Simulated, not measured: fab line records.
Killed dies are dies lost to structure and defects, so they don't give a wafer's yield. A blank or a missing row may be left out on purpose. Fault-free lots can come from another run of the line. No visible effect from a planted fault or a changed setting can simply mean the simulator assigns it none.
fab line records ; flow n5Finfet
[record] lots = 5; wafers = 15; lastDay = 17
route steps=1938 shown STI_FIN_REVEAL@184 DUMMY_GATE@212 BEOL_M4@1111 PASSIVATION@1936
lots that met no fault: from a run of the same line without faults
startH: hours from the record's first day to the start of the lot's first wafer shown ; waitH: hours elapsed since this lot's preceding step ; " the same as in the row above ; L1.1+2: a row that stands for several wafers ; - no value present, or no start provided ; * or withheld: withheld ; < > ~ a bound
route shown NAME@n: NAME is a module with steps in the file, n the number in the route of the first one ; usual: average and standard deviation across the fault-free wafers ; same: alike in all rows ; chamber/n: place in a boat ; sites: each site's reading ; _std_site: how widely they spread, as a standard deviation ; _edge_site: mean of outer sites minus mean of inner sites ; radiusMm: for every site, how far away it sits from the centre of the wafer ; mask NAME#n: copy n ; behind: the last tool/chamber to shape the wafer ; hold: reason for holding the lot/hours on hold/outcome of the hold ; device: the transistor (n, p or np) that didn't switch ; end of line: the route-end tests of the same wafers ; where a step has no rows: the recipe by itself ; killed: the dies lost at the first sort to structure and to defects; this is not the yield of the wafer ; map: a wafer's dies, x killed, . not, _ none there
set.NAME: the setting the step ran with; set.NAME@STEP: the setting that earlier step ran with ; model.NAME: the simulator's own value behind a step, which no gauge read
lots at selected steps of the route; one table per step, one row per wafer
services: the hour from which a tool's chamber was out of use, counted from the record's first day as startH (under 0 if before that day), plus the number of hours and why
[[steps]]
[step N5_STI_FIN_REVEAL_ALD_14]
[recipe] material = Si3N4; targetThkA = 30; tempC = 400; aldPrecursorFamily = SiH2I2; aldCoReactant = N2/H2-plasma; pressureTorr = 2
[usual] heaterPowerW = 784/110
lot.wafer;tool;chamber;startH;waitH;heaterPowerW
L599.1;aldSin-02;1;64.24;0.0;670
L599.2;aldSin-02;0;64.24;0.0;832
L599.5;aldSin-02;3;64.24;0.0;915
L600.1;aldSin-02;3;70.30;0.0;928
L600.2;aldSin-02;1;70.30;0.0;671
L600.6;aldSin-02;1;70.30;0.0;653
L604.2;aldSin-04;3;94.51;0.0;656
L604.5;aldSin-04;3;94.51;0.0;677
L604.6;aldSin-04;0;94.51;0.0;955
L612.3;aldSin-03;3;141.59;0.0;719
L612.4;aldSin-03;0;141.59;0.0;831
L612.5;aldSin-03;1;141.59;0.0;748
L615.1;aldSin-04;0;159.49;0.0;966
L615.2;aldSin-04;1;159.49;0.0;779
L615.5;aldSin-04;1;159.49;0.0;761
[step N5_STI_FIN_REVEAL_FCVD_FILL_01]
[recipe] material = SiO2_flowable; targetThkA = 3120; tempC = 100; pressureTorr = 0.8; rfW = 2000; timeS = 512.2
[step N5_STI_FIN_REVEAL_DENSIFY_02]
[recipe] tempC = 650; ambient = steam; timeS = 1800; idleTempC = 400; densificationPH2oTorr = 640
[step N5_STI_FIN_REVEAL_CMP_04]
[recipe] stopOn = Si3N4; tOverpolishS = 4; downForcePsi = 2; platenRpm = 54.18; postCmpClean = alkalineBrush; padVelocityMS = 1.078; targetThkNm = 131.83
[step N5_STI_FIN_REVEAL_THK_MEAS_05]
[usual] thkNm = 132.0/1.3
lot.wafer;tool;chamber;startH;waitH;thkNm
L599.1;filmMetro-02;-;69.58;-;131.3
L599.2;filmMetro-02;-;69.58;-;132.6
L599.5;filmMetro-02;-;69.58;-;130.9
L600.1;filmMetro-02;-;75.64;-;131.7
L600.2;filmMetro-02;-;75.64;-;132.2
L600.6;filmMetro-02;-;75.64;-;131.0
L604.2;filmMetro-02;-;100.45;-;132.5
L604.5;filmMetro-02;-;100.45;-;132.9
L604.6;filmMetro-02;-;100.45;-;133.1
L612.3;filmMetro-01;-;146.93;-;132.6
L612.4;filmMetro-01;-;146.93;-;130.5
L612.5;filmMetro-01;-;146.93;-;130.1
L615.1;filmMetro-01;-;165.05;-;131.0
L615.2;filmMetro-01;-;165.05;-;130.9
L615.5;filmMetro-01;-;165.05;-;129.7
[step N5_STI_FIN_REVEAL_DENSIFY_30]
[recipe] tempC = *; timeS = *; ambient = N2; idleTempC = 600; rampUpCPerS = 150; rampDownCPerS = 60; coolToC = 600
[usual] lampPowerPct = 11.53/0.057; wafer_temp_C_max = *
lot.wafer;tool;chamber;startH;waitH;lampPowerPct;wafer_temp_C_max
L599.1;rtpAnneal-01;0;69.64;0.1;11.51;*
L599.2;rtpAnneal-01;0;69.64;0.1;11.48;*
L599.5;rtpAnneal-01;0;69.64;0.1;11.51;*
L600.1;rtpAnneal-02;0;75.66;0.0;11.59;*
L600.2;rtpAnneal-02;0;75.66;0.0;11.53;*
L600.6;rtpAnneal-02;0;75.66;0.0;11.48;*
L604.2;rtpAnneal-02;0;100.50;0.1;11.50;*
L604.5;rtpAnneal-02;0;100.50;0.1;11.48;*
L604.6;rtpAnneal-02;0;100.50;0.1;11.50;*
L612.3;rtpAnneal-02;0;147.21;0.3;11.53;*
L612.4;rtpAnneal-02;0;147.21;0.3;11.61;*
L612.5;rtpAnneal-02;0;147.21;0.3;11.54;*
L615.1;rtpAnneal-01;0;165.21;0.2;11.52;*
L615.2;rtpAnneal-01;0;165.21;0.2;11.49;*
L615.5;rtpAnneal-01;0;165.21;0.2;11.55;*
[step N5_STI_FIN_REVEAL_ETCHBACK_08]
[recipe] chemistry = C4F6/O2; target = SiO2; targetDepthA = 305; timeS = 10.167; ionEnergyEv = 250; pressureMtorr = 30; sourceW = 345; biasW = 185; Ar_flow_sccm = 300; C4F6_flow_sccm = 10; O2_flow_sccm = 10
[usual] biasW = 184.9/0.57; drypumpMotorCurrentA = 5.6/0.54; oesProductAu = 0.78/0.086; rfFwdPowerW = 341.0/1.6; rfVppV = 663/17; showerheadPlenumPTorr = 2.85/0.081; throttleValvePct = 21.0/0.31
lot.wafer;tool;chamber;startH;waitH;biasW;drypumpMotorCurrentA;oesProductAu;rfFwdPowerW;rfHoursCounterH;rfVppV;showerheadPlenumPTorr;throttleValvePct
L599.1;rieDiel-06;3;69.86;0.2;185.1;6.6;0.72;340.3;177;675;2.93;21.2
L599.2;rieDiel-06;2;69.86;0.2;186.3;6.4;0.72;343.9;199;636;2.73;21.8
L599.5;rieDiel-06;3;69.86;0.2;185.2;6.7;0.72;341.3;-;675;2.93;21.2
L600.1;rieDiel-02;2;75.89;0.2;184.4;5.3;0.96;339.9;5;699;3.00;20.5
L600.2;rieDiel-02;1;75.89;0.2;185.2;6.0;0.75;336.9;179;691;2.93;21.1
L600.6;rieDiel-02;2;75.89;0.2;184.8;5.3;0.96;339.7;-;700;3.00;20.5
L604.2;rieDiel-06;1;100.69;0.2;185.2;5.1;0.69;341.4;225;647;2.81;21.1
L604.5;rieDiel-06;3;100.69;0.2;185.0;6.6;0.72;340.9;-;675;2.92;21.2
L604.6;rieDiel-06;0;100.69;0.2;185.3;5.0;0.94;338.3;-;682;3.02;20.8
L612.3;rieDiel-02;2;147.57;0.3;184.7;5.4;0.89;341.2;30;698;2.99;20.5
L612.4;rieDiel-02;0;147.57;0.3;184.7;5.7;0.86;340.1;57;669;2.79;20.8
L612.5;rieDiel-02;3;147.57;0.3;185.3;5.8;0.81;341.2;-;657;2.87;20.9
L615.1;rieDiel-05;0;165.48;0.2;185.4;5.3;0.80;342.4;95;653;2.79;21.0
L615.2;rieDiel-05;1;165.48;0.2;184.2;4.9;0.93;339.3;8;646;2.79;20.4
L615.5;rieDiel-05;2;165.48;0.2;184.5;5.6;0.79;340.9;-;672;2.89;21.1
[step N5_STI_FIN_REVEAL_STRIP_24]
[recipe] chemistry = N2/H2; timeS = 90; powerW = 100; tempC = 40; pressureMtorr = 100; rfFrequencyHz = 6e+07; biasPowerW = 3; n2FlowSccm = 300; h2FlowSccm = 300
[step N5_STI_FIN_REVEAL_PRECLEAN_25]
[recipe] chemistry = SPM; timeS = 90; tempC = 120; mix = 4:1
[step N5_STI_FIN_REVEAL_PRECLEAN_26]
[recipe] chemistry = SC1; timeS = 45; tempC = 46; mix = 1:2:100
[step N5_STI_FIN_REVEAL_PRECLEAN_29]
[recipe] chemistry = DHF; timeS = 30; tempC = 25; dilution = 300:1
[step N5_STI_FIN_REVEAL_SRD_12]
[recipe] timeS = 30; tempC = 23; rinseLiquid = diw; dry = ipaMarangoni
[step N5_STI_FIN_REVEAL_RECESS_09]
[recipe] chemistry = HF/NH3; target = SiO2; afsCycles = 11; targetDepthA = 425; tempC = 30; sublimationTempC = 180; sublimationTimeS = 60
[usual] drypumpMotorCurrentA = 5.6/0.36
lot.wafer;tool;chamber;startH;waitH;drypumpMotorCurrentA
L599.1;vaporEtch-01;1;70.11;0.0;5.4
L599.2;vaporEtch-01;0;70.11;0.0;5.4
L599.5;vaporEtch-01;0;71.17;1.1;5.4
L600.1;vaporEtch-02;0;76.20;0.0;5.3
L600.2;vaporEtch-02;1;76.20;0.0;6.2
L600.6;vaporEtch-02;1;77.26;1.1;6.2
L604.2;vaporEtch-01;1;100.94;0.0;5.4
L604.5;vaporEtch-01;0;102.00;1.1;5.4
L604.6;vaporEtch-01;1;102.00;1.1;5.4
L612.3;vaporEtch-02;0;148.41;0.6;5.3
L612.4;vaporEtch-02;1;148.41;0.6;6.2
L612.5;vaporEtch-02;1;148.41;0.6;6.2
L615.1;vaporEtch-02;1;165.73;0.0;6.2
L615.2;vaporEtch-02;0;165.73;0.0;5.3
L615.5;vaporEtch-02;0;166.79;1.1;5.3
[step N5_STI_FIN_REVEAL_STRIP_16]
[recipe] chemistry = H3PO4; material = SiNx; tempC = 165; targetDepthA = 238; overetchFraction = 0.4964; dry = ipaMarangoni
[step N5_STI_FIN_REVEAL_PRECLEAN_17]
[recipe] chemistry = NF3:NH3; afsCycles = 1; tempC = 30; timeS = 20; sublimationTempC = 180; sublimationTimeS = 60; pressureTorr = 3; rfPowerW = 30
[step N5_STI_FIN_REVEAL_ETCH_34]
[recipe] chemistry = H2; mode = isotropic; material = Si; target = Si; targetDepthA = 9.7; tempC = 20; pressureMtorr = 4.5; icpW = 300; biasW = 0; h2FlowSccm = 7.5; heFlowSccm = 142.5
[step N5_STI_FIN_REVEAL_OXIDATION_31]
[recipe] chemistry = O2_PLASMA_REMOTE; tempC = 150; timeS = 20; pressureMtorr = 1000; sourcePowerW = 2000; o2FlowSccm = 3000
[usual] drypumpMotorCurrentA = 5.32/0.22; heaterPowerW = 132/9.7; rfFwdPowerW = 1981/7.4
lot.wafer;tool;chamber;startH;waitH;drypumpMotorCurrentA;heaterPowerW;rfFwdPowerW;rfHoursCounterH
L599.1;plasmaAsher-01;1;72.29;0.0;5.33;147;1969;43
L599.2;plasmaAsher-01;0;72.29;0.0;5.65;122;1989;43
L599.5;plasmaAsher-01;0;72.29;0.0;5.64;121;1984;-
L600.1;plasmaAsher-01;1;78.37;0.0;5.33;145;1987;44
L600.2;plasmaAsher-01;0;78.37;0.0;5.63;125;1992;44
L600.6;plasmaAsher-01;1;78.37;0.0;5.31;144;1976;-
L604.2;plasmaAsher-01;1;103.09;0.0;5.33;148;1972;48
L604.5;plasmaAsher-01;1;103.09;0.0;5.33;144;1973;-
L604.6;plasmaAsher-01;0;103.09;0.0;5.64;120;1996;-
L612.3;plasmaAsher-01;1;150.07;0.1;5.34;148;1969;-
L612.4;plasmaAsher-01;0;150.07;0.1;5.66;118;1987;-
L612.5;plasmaAsher-01;0;150.07;0.1;5.64;119;1999;-
L615.1;plasmaAsher-02;1;167.88;0.0;5.36;125;1980;98
L615.2;plasmaAsher-02;0;167.88;0.0;5.02;138;1978;98
L615.5;plasmaAsher-02;0;167.88;0.0;5.01;135;1973;-
[step N5_STI_FIN_REVEAL_PRECLEAN_32]
[recipe] chemistry = NF3:NH3; afsCycles = 1; tempC = 30; timeS = 20; sublimationTempC = 180; sublimationTimeS = 60; pressureTorr = 3; rfPowerW = 30
[step N5_STI_FIN_REVEAL_STRIP_35]
[recipe] chemistry = H3PO4; material = Si3N4; tempC = 165; targetDepthA = 40; timeS = 39
[step N5_STI_FIN_REVEAL_SRD_21]
[recipe] dry = ipaMarangoni; timeS = 30; tempC = 23; rinseLiquid = diw
[step N5_STI_FIN_REVEAL_OXIDATION_33]
[recipe] chemistry = O2_PLASMA_REMOTE; tempC = 150; timeS = 20; pressureMtorr = 1000; sourcePowerW = 2000; o2FlowSccm = 3000
[usual] drypumpMotorCurrentA = 5.35/0.23; heaterPowerW = 132/9.8; rfFwdPowerW = 1980/6.9
lot.wafer;tool;chamber;startH;waitH;drypumpMotorCurrentA;heaterPowerW;rfFwdPowerW;rfHoursCounterH
L599.1;plasmaAsher-01;1;72.64;0.0;5.35;142;1979;43
L599.2;plasmaAsher-01;0;72.64;0.0;5.67;120;1991;43
L599.5;plasmaAsher-01;0;72.64;0.0;5.64;119;1985;-
L600.1;plasmaAsher-02;1;78.73;0.0;5.36;125;1965;83
L600.2;plasmaAsher-02;0;78.73;0.0;5.01;139;1975;83
L600.6;plasmaAsher-02;1;78.73;0.0;5.36;124;1982;-
L604.2;plasmaAsher-01;1;103.44;0.0;5.34;147;1970;49
L604.5;plasmaAsher-01;1;103.44;0.0;5.35;143;1985;-
L604.6;plasmaAsher-01;0;103.44;0.0;5.62;120;1976;-
L612.3;plasmaAsher-02;1;150.43;0.0;5.37;127;1980;-
L612.4;plasmaAsher-02;0;150.43;0.0;5.00;140;1981;-
L612.5;plasmaAsher-02;0;150.43;0.0;4.99;138;1974;-
L615.1;plasmaAsher-01;0;168.23;0.0;5.65;124;1992;60
L615.2;plasmaAsher-01;1;168.23;0.0;5.33;144;1979;60
L615.5;plasmaAsher-01;1;168.23;0.0;5.33;145;1976;-
[step N5_STI_FIN_REVEAL_CLEAN_19]
[recipe] chemistry = O3/DIW; tempC = 25; timeS = 120; o3Ppm = 10
[step N5_STI_FIN_REVEAL_SRD_23]
[recipe] dry = ipaMarangoni; timeS = 30; tempC = 23; rinseLiquid = diw
[step N5_STI_FIN_REVEAL_CD_MEAS_22]
[recipe] targetCdNm = 6.238; pitchNm = 28; polarity = line
[usual] cdNm = 6.32/0.25
lot.wafer;tool;chamber;startH;waitH;cdNm
L599.1;cdSem-03;-;72.80;0.0;6.77
L599.2;cdSem-03;-;72.80;0.0;5.99
L599.5;cdSem-03;-;72.80;0.0;6.53
L600.1;cdSem-03;-;78.89;0.0;6.83
L600.2;cdSem-03;-;78.89;0.0;6.42
L600.6;cdSem-03;-;78.89;0.0;6.50
L604.2;cdSem-01;-;103.61;0.0;6.42
L604.5;cdSem-01;-;103.61;0.0;6.68
L604.6;cdSem-01;-;103.61;0.0;6.75
L612.3;cdSem-02;-;150.58;0.0;6.61
L612.4;cdSem-02;-;150.58;0.0;6.72
L612.5;cdSem-02;-;150.58;0.0;6.44
L615.1;cdSem-02;-;168.40;0.0;6.14
L615.2;cdSem-02;-;168.40;0.0;6.53
L615.5;cdSem-02;-;168.40;0.0;6.35
[step N5_STI_FIN_REVEAL_FIN_H_MEAS_10]
[usual] trenchDepthNm = 51.5/0.86
lot.wafer;tool;chamber;startH;waitH;trenchDepthNm
L599.1;ocd-02;-;72.83;0.0;50.4
L599.2;ocd-02;-;72.83;0.0;51.5
L599.5;ocd-02;-;72.83;0.0;50.4
L600.1;ocd-02;-;78.92;0.0;51.4
L600.2;ocd-02;-;78.92;0.0;51.4
L600.6;ocd-02;-;78.92;0.0;51.3
L604.2;ocd-01;-;103.64;0.0;51.8
L604.5;ocd-01;-;103.64;0.0;48.5
L604.6;ocd-01;-;103.64;0.0;53.0
L612.3;ocd-01;-;150.61;0.0;50.9
L612.4;ocd-01;-;150.61;0.0;51.7
L612.5;ocd-01;-;150.61;0.0;51.1
L615.1;ocd-02;-;168.43;0.0;51.6
L615.2;ocd-02;-;168.43;0.0;52.7
L615.5;ocd-02;-;168.43;0.0;50.9
[step N5_STI_FIN_REVEAL_PRECLEAN_18]
[recipe] chemistry = SC2; timeS = 45; tempC = 35; mix = 1:1:50
[step N5_STI_FIN_REVEAL_SRD_28]
[recipe] dry = ipaMarangoni; timeS = 30; tempC = 23; rinseLiquid = diw
[step N5_STI_FIN_REVEAL_INSPECT_13]
[recipe] inspectInstrument = darkfield; mode = postClean
[usual] rawDefectCount = 12/4.9
lot.wafer;tool;chamber;startH;waitH;rawDefectCount
L599.1;defectInspect-02;-;72.92;0.0;15
L599.2;defectInspect-02;-;72.92;0.0;4
L599.5;defectInspect-02;-;72.92;0.0;9
L600.1;defectInspect-02;-;79.01;0.0;8
L600.2;defectInspect-02;-;79.01;0.0;14
L600.6;defectInspect-02;-;79.01;0.0;7
L604.2;defectInspect-02;-;103.73;0.0;13
L604.5;defectInspect-02;-;103.73;0.0;10
L604.6;defectInspect-02;-;103.73;0.0;6
L612.3;defectInspect-02;-;150.73;0.0;11
L612.4;defectInspect-02;-;150.73;0.0;10
L612.5;defectInspect-02;-;150.73;0.0;14
L615.1;defectInspect-02;-;168.51;0.0;11
L615.2;defectInspect-02;-;168.51;0.0;9
L615.5;defectInspect-02;-;168.51;0.0;13
[step N5_DUMMY_GATE_PRECLEAN_00]
[recipe] chemistry = O3/DIW; timeS = 60; tempC = 22; o3Ppm = 10
[step N5_DUMMY_GATE_SRD_01]
[recipe] timeS = 30; tempC = 23; rinseLiquid = diw; dry = ipaMarangoni
[step N5_DUMMY_GATE_ALD_02]
[recipe] material = SiO2; targetThkA = 20; tempC = 300; aldPrecursorFamily = BDEAS; aldCoReactant = O2-plasma; pulseTimeS = 1; pressureTorr = 2
[step N5_DUMMY_GATE_CVD_03]
[recipe] material = a-Si; targetThkA = 1500; tempC = 530; precursor = SiH4; timeS = 8042
[step N5_DUMMY_GATE_PRECLEAN_46]
[recipe] chemistry = DIW; timeS = 89.5; tempC = 23
[step N5_DUMMY_GATE_SRD_47]
[recipe] dryTimeS = 32; dry = n2Spin; spinRpm = 1500
[step N5_DUMMY_GATE_CMP_04]
[recipe] material = a-Si; postCmpClean = alkalineBrush
[step N5_DUMMY_GATE_THK_MEAS_05]
[usual] thkNm = 71.4/1.2
lot.wafer;tool;chamber;startH;waitH;thkNm
L599.1;filmMetro-01;-;77.23;0.1;71.6
L599.2;filmMetro-01;-;77.23;0.1;73.4
L599.5;filmMetro-01;-;77.23;0.1;73.4
L600.1;filmMetro-01;-;83.20;0.2;71.4
L600.2;filmMetro-01;-;83.20;0.2;70.3
L600.6;filmMetro-01;-;83.20;0.2;72.1
L604.2;filmMetro-02;-;108.42;0.2;72.8
L604.5;filmMetro-02;-;108.42;0.2;72.1
L604.6;filmMetro-02;-;108.42;0.2;70.3
L612.3;filmMetro-01;-;157.52;0.1;70.9
L612.4;filmMetro-01;-;157.52;0.1;71.8
L612.5;filmMetro-01;-;157.52;0.1;70.6
L615.1;filmMetro-01;-;173.05;0.2;69.8
L615.2;filmMetro-01;-;173.05;0.2;70.5
L615.5;filmMetro-01;-;173.05;0.2;71.7
[step N5_DUMMY_GATE_HM_DEP_06]
[recipe] material = SiNx; targetThkA = 800; precursor = DCS/NH3; tempC = 700; pressureMtorr = 300; timeS = 5141
[step N5_DUMMY_GATE_PECVD_30]
[recipe] material = SiO2; targetThkA = 550; tempC = 400; precursor = TEOS/O2; pressureTorr = 6.5; rfW = withheld; teosFlowSccm = withheld; gas = O2; flowSccm = 2650; timeS = 10.8
[step N5_DUMMY_GATE_COAT_34]
[recipe] resist = SOC; tempC = 250; timeS = 60; spinRpm = 1500; resistThkNm = 60
[step N5_DUMMY_GATE_COAT_35]
[recipe] resist = SiARC; tempC = 220; timeS = 60; spinRpm = 1500; resistThkNm = 10
[step N5_DUMMY_GATE_COAT_28]
[recipe] resist = underlayer; tempC = 205; timeS = 60; spinRpm = 1500; resistThkNm = 10
[step N5_DUMMY_GATE_COAT_09]
[recipe] resist = CAR-EUV; spinRpm = 1500; resistThkNm = 30
[step N5_BEOL_M4_RC_MEAS_101]
[usual] DIBL_N = 36.5/1.4; DIBL_P = 36.6/1.9; IOFF_N = 0.167/0.029; IOFF_P = 0.21/0.033; ION_N = 674/12; ION_P = 460/8.9; SS_N = 71.6/0.57; SS_P = 73.4/0.61; VT_N = 249/3.3; VT_P = -250/3.3
lot.wafer;tool;chamber;startH;waitH;DIBL_N[mV/V];DIBL_P[mV/V];IOFF_N[nA/um];IOFF_P[nA/um];ION_N[uA/um];ION_P[uA/um];SS_N[mV/dec];SS_P[mV/dec];VT_N[mV];VT_P[mV]
L599.1;prober-01;0;203.76;0.0;35.0;35.7;0.160;0.21;663;453;71.6;73.3;248;-248
L599.2;prober-01;0;203.76;0.0;36.1;36.4;0.167;0.21;683;464;72.5;74.3;251;-254
L599.5;prober-01;0;203.76;0.0;35.1;35.9;0.159;0.21;660;450;72.1;73.7;250;-251
L600.1;prober-01;0;210.24;0.0;36.0;36.1;0.171;0.24;676;470;72.1;74.3;247;-244
L600.2;prober-01;0;210.24;0.0;36.1;35.6;0.172;0.24;693;479;71.5;74.2;247;-244
L600.6;prober-01;0;210.24;0.0;37.0;36.8;0.190;0.28;684;479;72.0;74.0;246;-243
L604.2;prober-01;0;233.54;0.2;35.3;35.9;0.150;0.21;681;464;71.1;72.5;250;-250
L604.5;prober-01;0;233.54;0.2;40.2;39.7;0.237;0.30;643;444;73.5;74.0;247;-244
L604.6;prober-01;0;233.54;0.2;36.4;37.5;0.161;0.24;685;478;71.1;73.1;248;-249
L612.3;prober-02;0;287.07;0.3;38.7;38.4;0.205;0.22;686;457;71.3;74.2;245;-250
L612.4;prober-02;0;287.07;0.3;37.2;38.2;0.190;0.21;698;470;71.8;73.4;246;-251
L612.5;prober-02;0;287.07;0.3;38.9;39.4;0.218;0.24;693;463;72.1;75.1;245;-250
L615.1;prober-01;0;303.83;0.0;37.6;37.8;0.151;0.24;656;458;71.9;73.3;253;-248
L615.2;prober-01;0;303.83;0.0;35.9;35.2;0.134;0.19;668;460;71.3;72.1;253;-251
L615.5;prober-01;0;303.83;0.0;36.9;36.0;0.139;0.22;656;456;71.8;73.1;251;-251
[step N5_PASSIVATION_PROBE_49]
[usual] defectLimitedYield = 91.2/1.6; killed_at_M0_to_M3 = 34/11; killed_at_M4_up = 14/5.7; killedAtContacts = 14/6.6; killedAtFrontEnd = 37/10; killedAtOther = 4/3.2; killedDies = 104/19; killedOpen = 69/13; killedShort = 33/8.7; sort_bin_5_function = 5.1/1; sort_bin_6_memory = 3.3/0.76; sort_bin_8_speed = 0.00/0.016; sortNPass = 1076/19; sortYieldPct = 91.2/1.6
[same] grossDies = 1180; killedAtBackSide = 0; sort_bin_4_leakage[%] = 0
lot.wafer;tool;chamber;startH;waitH;defectLimitedYield[%];killed_at_M0_to_M3;killed_at_M4_up;killedAtContacts;killedAtFrontEnd;killedAtOther;killedDies;killedOpen;killedShort;sort_bin_5_function[%];sort_bin_6_memory[%];sort_bin_8_speed[%];sortNPass;sortYieldPct[%]
L604.2;prober-01;-;331.53;0.1;88.8;46;13;28;41;4;132;87;43;6.8;4.1;0;1048;88.8
L604.5;prober-01;-;331.68;0.2;90.3;37;12;21;35;10;115;79;36;5.9;3.4;0.59;1058;89.7
L604.6;prober-01;-;331.73;0.3;90.1;46;18;10;34;9;117;78;34;5.9;3.1;0;1063;90.1
L615.1;prober-02;-;404.19;0.4;87.9;46;9;19;64;5;143;107;36;6.6;4.8;0;1037;87.9
L615.2;prober-02;-;404.24;0.4;90.1;36;8;7;64;2;117;74;43;5.8;3.8;0;1063;90.1
L615.5;prober-02;-;404.39;0.6;89.9;40;12;12;53;2;119;74;45;6.1;3.7;0;1061;89.9
// killed by level:class
L604.2 MOL_CONTACT_COAG:geometricParticle:open=24 BEOL_M0_SAQP:geometricParticle:short=13 FIN_SAQP:geometricParticle:short=11 BEOL_M0_SAQP:geometricParticle:open=11 STI_FIN_REVEAL:geometricParticle:open=10 BEOL_M2:geometricParticle:open=9 BEOL_M4:geometricParticle:open=7 DUMMY_GATE:geometricParticle:open=7
L604.5 MOL_CONTACT_COAG:geometricParticle:open=20 FIN_SAQP:geometricParticle:open=11 BEOL_M2:geometricParticle:open=10 FIN_SAQP:geometricParticle:short=8 BEOL_M3:geometricParticle:open=8 STI_FIN_REVEAL:geometricParticle:open=7 BEOL_M0_SAQP:geometricParticle:short=6 BEOL_M4:geometricParticle:open=6
L604.6 BEOL_M0_SAQP:geometricParticle:open=15 BEOL_M3:geometricParticle:open=11 MOL_CONTACT_COAG:geometricParticle:open=9 BEOL_M0_SAQP:geometricParticle:short=8 STI_FIN_REVEAL:geometricParticle:open=7 BEOL_M1:geometricParticle:open=7 BEOL_M4:geometricParticle:open=7 FIN_SAQP:geometricParticle:open=4
L615.1 STI_FIN_REVEAL:geometricParticle:open=30 MOL_CONTACT_COAG:geometricParticle:open=15 BEOL_M1:geometricParticle:open=12 BEOL_M3:geometricParticle:open=11 FIN_SAQP:geometricParticle:open=10 FIN_SAQP:geometricParticle:short=10 BEOL_M2:geometricParticle:open=8 MOL_CONTACT_COAG:geometricParticle:short=4
L615.2 STI_FIN_REVEAL:geometricParticle:open=22 FIN_SAQP:geometricParticle:short=13 BEOL_M2:geometricParticle:open=8 BEOL_M1:geometricParticle:open=7 FIN_SAQP:geometricParticle:open=6 STI_FIN_REVEAL:geometricParticle:short=6 BEOL_M0_SAQP:geometricParticle:short=6 MOL_CONTACT_COAG:geometricParticle:open=5
L615.5 STI_FIN_REVEAL:geometricParticle:open=14 BEOL_M3:geometricParticle:open=10 FIN_SAQP:geometricParticle:open=9 BEOL_M1:geometricParticle:open=8 MOL_CONTACT_COAG:geometricParticle:open=8 BEOL_M0_SAQP:geometricParticle:open=8 FIN_SAQP:geometricParticle:short=7 STI_FIN_REVEAL:geometricParticle:short=5
// map L604.2 (x killed, . not)
_________________..........x.________________
______________.................._____________
___________....................xxx.__________
__________.......................x.._________
________.................x............_______
_______..........x.x....x..............______
______.xxx.................x.........x.._____
_____.............x......x...............____
____......................................___
___..........x.............x...............__
___..........x.x..x.x.................xx...__
__x.....x........x..........x.xx............_
__........x..........x......................_
_..................x.x.........x..x.......x..
_x...x..x.x.........x...x.x..................
_...........xx.x.....x.....x.....x...x.......
_x..........x....x...........x..x....xx......
_........xx..................x.....x..x..x..x
_..x.............x....x.................x..xx
_....x....x....x.................xx..........
_..x.............x..x....x..........x........
__...x...x...................x.......x......_
__..xx.xx......x........x.....x......x......_
___x...........x.x.x.......................__
___x......x.............x..................__
____.x..................x..........x......___
_____...x..................x......x.....x____
______.......x........xx........x......._____
_______......x..........x.xx...........______
________x....x...x..x...x............._______
__________.xxx.xx..................._________
___________..xx............x.......__________
______________......x.......x..x_____________
_________________x...........________________
// map L599.5 (x killed, . not)
_________________............________________
______________........x........._____________
___________......x..............xx.__________
__________..x......................._________
________.......xx...............x....._______
_______........x....................x..______
______..............x.................x._____
_____....................................____
____..x...x...x...x.x.....x......x........___
___x..x.........xx..x......................__
___......x..........x...............x......__
__....x.x........................x.....x...._
__.x....x...........x..................x...._
_.......x......x....x.x........x.............
_........x....x.x..xx........................
_................x..........................x
_......x..........x...............xx.........
_...........x........x.......................
_..x.....x............x.....x................
_........x..........x.x................xx....
_.............................x.......x......
__xxxx..................x..................._
__...x.x....x........x...................x.._
___.................x.......x..............__
___..............x............x............__
____.......x..............................___
_____..x.............x.....xx.........x..____
______xx.......................x.....x.._____
_______..........x................x....______
________......xx.x..............x.x..x_______
__________.x........x..............._________
___________...x..............x.x...__________
______________..........x......._____________
_________________........xx.x________________
[[services]]
tool;chamber;startH;hours;kind
aldSin-03;-;47.75;2.8;pm
aldSin-04;1;47.91;8.5;repair
rieDiel-05;3;54.01;8.8;repair
aldSin-03;1;74.73;13.9;repair
rieDiel-06;0;79.05;8.7;repair
rieDiel-02;1;87.10;2.7;repair
aldSin-02;-;87.48;14.0;pm
aldSin-02;0;87.48;14.0;ventCycle
aldSin-02;1;87.48;14.0;ventCycle
aldSin-02;2;87.48;14.0;ventCycle
aldSin-02;3;87.48;14.0;ventCycle
aldSin-02;-;101.48;2.8;pm
aldSin-02;0;101.48;-;clean
aldSin-02;1;101.48;-;clean
aldSin-02;2;101.48;-;clean
aldSin-02;3;101.48;-;clean
rieDiel-02;0;122.41;2.5;repair
aldSin-04;1;126.36;4.3;repair
vaporEtch-01;1;128.25;3.4;repair
rieDiel-05;1;129.72;-;clean
rieDiel-05;1;129.72;-;consumableReplace:focusRing
rieDiel-05;1;129.72;12.8;scheduledDown
plasmaAsher-02;-;134.65;0.7;repair
rieDiel-02;0;151.41;1.6;repair
[[key]]
[firstSign] step = N5_STI_FIN_REVEAL_FIN_H_MEAS_10; reading = trenchDepthNm; direction = down; sigmas = 3.4; usual = 51.5; struck = 48.5
[effect] step = N5_BEOL_M4_RC_MEAS_101; reading = SS_N; direction = up; sigmas = 3.3; usual = 71.6; struck = 73.5
[effect] step = N5_PASSIVATION_PROBE_49; reading = sort_bin_8_speed; direction = up; sigmas = 7; usual = 0.00; struck = 0.59
metAt N5_STI_FIN_REVEAL_RECESS_09
struckWafers L604.5
onsetBetween 70.11 100.94
[fault] kind = processParameterDrift; tool = vaporEtch-01; chamber = -; onsetH = 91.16; steps = N5_STI_FIN_REVEAL_RECESS_09; channel = targetDepthA; offset = -29.051; shape = step; endH = 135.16; scope = struckWafersOnly; actsIn = theseRecipesOnly; stated = 425
